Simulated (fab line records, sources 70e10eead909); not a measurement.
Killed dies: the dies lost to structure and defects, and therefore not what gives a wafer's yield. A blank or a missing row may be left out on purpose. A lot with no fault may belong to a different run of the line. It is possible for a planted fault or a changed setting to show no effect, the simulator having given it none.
Matching of chambers ; flow nand_harc ; NHARC_A_STAIRCASE_ETCH_313 on rie_diel-02: 4 sister chambers
The step etches the open film in CF4/CHF3. 14 wafers are shown with their chamber, then 7 later ones without.

WAFERS WITH THEIR CHAMBER
wafer;chamber;drypump_motor_current_A (A);showerhead_plenum_p_Torr (Torr);rf_vpp_V (V)
L077.1;2;5.9;1.51;368.2
L077.3;0;5.1;1.58;371.1
L077.4;3;6.2;1.58;369.6
L076.2;3;6.1;1.58;372.4
L076.5;3;6.1;1.58;370.8
L076.6;2;5.9;1.51;368.1
L081.1;3;6.1;1.57;370.3
L081.2;2;5.9;1.51;367.4
L081.5;3;6.1;1.57;370.3
L080.1;2;5.9;1.51;367.6
L080.5;1;6.0;1.62;372.5
L080.6;2;5.9;1.51;368.4
L082.1;1;6.0;1.62;370.3
L082.2;2;5.9;1.51;368.7

SIGNATURES, as means of the wafers listed above
reading;chamber 0;chamber 1;chamber 2;chamber 3;scatter within a chamber
drypump_motor_current_A;5.100;6.000;5.900;6.120;0.0283
showerhead_plenum_p_Torr;1.5800;1.6200;1.5100;1.5760;0.00346
rf_vpp_V;371.100;371.400;368.067;370.680;0.897
Rule: a wafer's distance from a chamber is the root of the sum, over the readings, of the square of ((its reading less the chamber's mean) divided by the reading's scatter). If the next closest chamber is less than 2 further off than the closest, the wafer can't be placed; otherwise it belongs to the closest. The scatter: take each reading less its chamber's mean, square it, sum over the shown wafers, divide by the number of wafers less the number of chambers, and take the root.

WAFERS WHOSE CHAMBER IS MISSING
wafer;drypump_motor_current_A (A);showerhead_plenum_p_Torr (Torr);rf_vpp_V (V)
L082.5;6.2;1.57;371.4
L093.1;5.1;1.57;370.5
L093.3;5.9;1.50;367.9
L093.6;6.2;1.57;371.8
L096.1;6.0;1.62;373.4
L096.2;5.1;1.57;370.2
L096.6;5.9;1.50;366.4

THE CHAMBER EACH PASSED THROUGH
wafer;from the rows above;in truth
L082.5;3;3
L093.1;0;0
L093.3;2;2
L093.6;3;3
L096.1;1;1
L096.2;0;0
L096.6;2;2
7 of 7 placed correctly. Not placeable from these rows: 0. Wrongly placed: 0.
